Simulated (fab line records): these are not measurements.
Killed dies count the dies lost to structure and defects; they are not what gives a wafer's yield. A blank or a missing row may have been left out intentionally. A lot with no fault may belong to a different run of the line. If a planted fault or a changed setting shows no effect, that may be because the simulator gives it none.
Which tool is to blame? || flow n5 finfet || Sampling: 11 lots, 29 wafers, 5 of 1938 route steps

== WHAT EACH GAUGE READ, for each wafer ==
N5_BEOL_M11_THK_MEAS_53: measures by xrf.
{"lot": "L886", "measured": "day 11 00:32", "on": "film metro-02", "M11_THK (nm)": "138 131 134"}
{"lot": "L890", "measured": "day 11 18:37", "on": "film metro-02", "M11_THK (nm)": "139 139 139"}
{"lot": "L891", "measured": "day 13 00:43", "on": "film metro-01", "M11_THK (nm)": "135 136"}
{"lot": "L894", "measured": "day 14 00:38", "on": "film metro-02", "M11_THK (nm)": "136 137"}
{"lot": "L897", "measured": "day 14 02:26", "on": "film metro-02", "M11_THK (nm)": "138 139"}
{"lot": "L902", "measured": "day 14 18:07", "on": "film metro-02", "M11_THK (nm)": "135 140 142"}
{"lot": "L905", "measured": "day 16 08:04", "on": "film metro-01", "M11_THK (nm)": "146 141"}
{"lot": "L909", "measured": "day 16 16:11", "on": "film metro-01", "M11_THK (nm)": "145 137 145"}
{"lot": "L906", "measured": "day 17 02:08", "on": "film metro-02", "M11_THK (nm)": "139 145 139"}
{"lot": "L908", "measured": "day 17 02:24", "on": "film metro-02", "M11_THK (nm)": "143 141 143"}
{"lot": "L907", "measured": "day 17 20:28", "on": "film metro-01", "M11_THK (nm)": "138 146 143"}

N5_BEOL_M11_INSPECT_58: inspects for defects (darkfield).
{"lot": "L886", "measured": "day 11 00:43", "on": "defect inspect-01", "raw defect count": "49 68 65"}
{"lot": "L890", "measured": "day 11 18:46", "on": "defect inspect-01", "raw defect count": "35 42 99"}
{"lot": "L891", "measured": "day 13 00:52", "on": "defect inspect-01", "raw defect count": "52 65"}
{"lot": "L894", "measured": "day 14 00:47", "on": "defect inspect-02", "raw defect count": "51 78"}
{"lot": "L897", "measured": "day 14 02:35", "on": "defect inspect-01", "raw defect count": "66 81"}
{"lot": "L902", "measured": "day 14 18:16", "on": "defect inspect-02", "raw defect count": "101 148 80"}
{"lot": "L905", "measured": "day 16 08:13", "on": "defect inspect-02", "raw defect count": "55 45"}
{"lot": "L909", "measured": "day 16 16:20", "on": "defect inspect-02", "raw defect count": "45 76 53"}
{"lot": "L906", "measured": "day 17 02:17", "on": "defect inspect-02", "raw defect count": "43 87 39"}
{"lot": "L908", "measured": "day 17 02:35", "on": "defect inspect-01", "raw defect count": "110 69 65"}
{"lot": "L907", "measured": "day 17 20:37", "on": "defect inspect-01", "raw defect count": "78 68 96"}

N5_BEOL_M12_THK_MEAS_01.
{"lot": "L886", "measured": "day 11 00:53", "on": "film metro-02", "M12_ILD_THK (nm)": "654 662 667"}
{"lot": "L890", "measured": "day 11 18:56", "on": "film metro-01", "M12_ILD_THK (nm)": "648 658 660"}
{"lot": "L891", "measured": "day 13 01:02", "on": "film metro-02", "M12_ILD_THK (nm)": "658 664"}
{"lot": "L894", "measured": "day 14 00:58", "on": "film metro-02", "M12_ILD_THK (nm)": "693 671"}
{"lot": "L897", "measured": "day 14 02:46", "on": "film metro-01", "M12_ILD_THK (nm)": "662 702"}
{"lot": "L902", "measured": "day 14 18:26", "on": "film metro-01", "M12_ILD_THK (nm)": "652 666 664"}
{"lot": "L905", "measured": "day 16 08:23", "on": "film metro-01", "M12_ILD_THK (nm)": "646 659"}
{"lot": "L909", "measured": "day 16 16:30", "on": "film metro-02", "M12_ILD_THK (nm)": "658 662 667"}
{"lot": "L906", "measured": "day 17 02:27", "on": "film metro-02", "M12_ILD_THK (nm)": "645 655 674"}
{"lot": "L908", "measured": "day 17 02:44", "on": "film metro-02", "M12_ILD_THK (nm)": "661 655 670"}
{"lot": "L907", "measured": "day 17 20:47", "on": "film metro-02", "M12_ILD_THK (nm)": "651 659 664"}

== WHICH TOOL RAN EACH LOT (tool, then ch and the chambers of the sampled wafers, then the start) ==
{"lot": "L886", "N5_BEOL_M11_DEGAS_44": "pvd sputter-03, day 10 22:40", "N5_BEOL_M12_ILD_DEP_00": "pecvd-03 ch 1,2, day 11 00:46"}
{"lot": "L890", "N5_BEOL_M11_DEGAS_44": "pvd sputter-03, day 11 16:43", "N5_BEOL_M12_ILD_DEP_00": "pecvd-04 ch 0,1,2, day 11 18:49"}
{"lot": "L891", "N5_BEOL_M11_DEGAS_44": "pvd sputter-02, day 12 21:49", "N5_BEOL_M12_ILD_DEP_00": "pecvd-04 ch 0,2, day 13 00:54"}
{"lot": "L894", "N5_BEOL_M11_DEGAS_44": "pvd sputter-03, day 13 21:28", "N5_BEOL_M12_ILD_DEP_00": "pecvd-04 ch 0,2, day 14 00:50"}
{"lot": "L897", "N5_BEOL_M11_DEGAS_44": "pvd sputter-03, day 14 00:33", "N5_BEOL_M12_ILD_DEP_00": "pecvd-04 ch 0,2, day 14 02:40"}
{"lot": "L902", "N5_BEOL_M11_DEGAS_44": "pvd sputter-03, day 14 16:25", "N5_BEOL_M12_ILD_DEP_00": "pecvd-02 ch 0,1, day 14 18:18"}
{"lot": "L905", "N5_BEOL_M11_DEGAS_44": "pvd sputter-02, day 16 05:49", "N5_BEOL_M12_ILD_DEP_00": "pecvd-02 ch 1,2, day 16 08:15"}
{"lot": "L909", "N5_BEOL_M11_DEGAS_44": "pvd sputter-02, day 16 14:16", "N5_BEOL_M12_ILD_DEP_00": "pecvd-04 ch 0,1,2, day 16 16:22"}
{"lot": "L906", "N5_BEOL_M11_DEGAS_44": "pvd sputter-02, day 17 00:13", "N5_BEOL_M12_ILD_DEP_00": "pecvd-04 ch 0,1,2, day 17 02:19"}
{"lot": "L908", "N5_BEOL_M11_DEGAS_44": "pvd sputter-02, day 17 00:37", "N5_BEOL_M12_ILD_DEP_00": "pecvd-02 ch 0,1, day 17 02:37"}
{"lot": "L907", "N5_BEOL_M11_DEGAS_44": "pvd sputter-02, day 17 19:01", "N5_BEOL_M12_ILD_DEP_00": "pecvd-03 ch 0,2, day 17 20:39"}
- N5_BEOL_M11_DEGAS_44: time 60 s.
- N5_BEOL_M12_ILD_DEP_00: deposits SiOC from DEMS/O2, target thk 658.92 nm, time 130.7 s.

== WHAT THE TOOLS THEMSELVES READ (means of the sampled wafers that have a number; where no wafer has one, the mark that the record gives instead) ==
N5_BEOL_M11_DEGAS_44.
{"lot": "L886", "tool": "pvd sputter-03", "heater power w (W)": 325}
{"lot": "L890", "tool": "pvd sputter-03", "heater power w (W)": 328}
{"lot": "L891", "tool": "pvd sputter-02", "heater power w (W)": 341}
{"lot": "L894", "tool": "pvd sputter-03", "heater power w (W)": 318}
{"lot": "L897", "tool": "pvd sputter-03", "heater power w (W)": 343}
{"lot": "L902", "tool": "pvd sputter-03", "heater power w (W)": 343}
{"lot": "L905", "tool": "pvd sputter-02", "heater power w (W)": 332}
{"lot": "L909", "tool": "pvd sputter-02", "heater power w (W)": 334}
{"lot": "L906", "tool": "pvd sputter-02", "heater power w (W)": 332}
{"lot": "L908", "tool": "pvd sputter-02", "heater power w (W)": 331}
{"lot": "L907", "tool": "pvd sputter-02", "heater power w (W)": 335}

N5_BEOL_M12_ILD_DEP_00.
{"lot": "L886", "tool": "pecvd-03", "heater power w (W)": 560, "rf fwd power W (W)": 498.0, "showerhead plenum p Torr (Torr)": 5.688, "throttle valve pct (%)": 12.5}
{"lot": "L890", "tool": "pecvd-04", "heater power w (W)": 579, "rf fwd power W (W)": 497.8, "showerhead plenum p Torr (Torr)": 5.687, "throttle valve pct (%)": 11.5}
{"lot": "L891", "tool": "pecvd-04", "heater power w (W)": 518, "rf fwd power W (W)": 497.0, "showerhead plenum p Torr (Torr)": 5.678, "throttle valve pct (%)": 11.4}
{"lot": "L894", "tool": "pecvd-04", "heater power w (W)": 557, "rf fwd power W (W)": 493.6, "showerhead plenum p Torr (Torr)": 5.678, "throttle valve pct (%)": 11.3}
{"lot": "L897", "tool": "pecvd-04", "heater power w (W)": 534, "rf fwd power W (W)": 495.1, "showerhead plenum p Torr (Torr)": 5.683, "throttle valve pct (%)": 11.4}
{"lot": "L902", "tool": "pecvd-02", "heater power w (W)": 405, "rf fwd power W (W)": 496.9, "showerhead plenum p Torr (Torr)": 5.688, "throttle valve pct (%)": 12.0}
{"lot": "L905", "tool": "pecvd-02", "heater power w (W)": 502, "rf fwd power W (W)": 497.7, "showerhead plenum p Torr (Torr)": 5.694, "throttle valve pct (%)": 11.6}
{"lot": "L909", "tool": "pecvd-04", "heater power w (W)": 542, "rf fwd power W (W)": 497.5, "showerhead plenum p Torr (Torr)": 5.694, "throttle valve pct (%)": 11.6}
{"lot": "L906", "tool": "pecvd-04", "heater power w (W)": 507, "rf fwd power W (W)": 497.5, "showerhead plenum p Torr (Torr)": 5.685, "throttle valve pct (%)": 11.6}
{"lot": "L908", "tool": "pecvd-02", "heater power w (W)": 439, "rf fwd power W (W)": 499.8, "showerhead plenum p Torr (Torr)": 5.689, "throttle valve pct (%)": 12.1}
{"lot": "L907", "tool": "pecvd-03", "heater power w (W)": 560, "rf fwd power W (W)": 495.4, "showerhead plenum p Torr (Torr)": 5.681, "throttle valve pct (%)": 12.3}

== THE ANSWER, worked out from the rows above alone ==
Rule: the lots themselves supply what counts as usual. The widest of any qualifying gaps counts: lots, ordered by their means at a reading, are off when they make up no more than a third of the lots, leave a main group of 4 or more, and stand apart from it by 3 or more times the standard deviation of that group's means. The tables above print the reading to a certain number of digits; a main group whose means all agree to those digits is not used. A lot without any number at a reading at which 4 lots or more have one is off too. The other lots that the step has rows for count as sound. Order of review: gauges by route order, followed by the tools' own readings, for which a lot's mean as printed above is used. At the first step where some lot is off, the reading lying furthest off is the one used; lots without a number count as furthest.
Off: at N5_BEOL_M12_THK_MEAS_01 (M12_ILD_THK), L894, L897. Mean 659 nm and standard deviation 3.1 in the main group.
If a tool, at a process step before that reading, ran all the lots that are off and no sound lot after the first of them, it fits. The gauges at N5_BEOL_M12_THK_MEAS_01 are tried like those tools. Not one of the candidates tried fits.

== WHAT HAD BEEN PUT IN BY THE SIMULATOR ==
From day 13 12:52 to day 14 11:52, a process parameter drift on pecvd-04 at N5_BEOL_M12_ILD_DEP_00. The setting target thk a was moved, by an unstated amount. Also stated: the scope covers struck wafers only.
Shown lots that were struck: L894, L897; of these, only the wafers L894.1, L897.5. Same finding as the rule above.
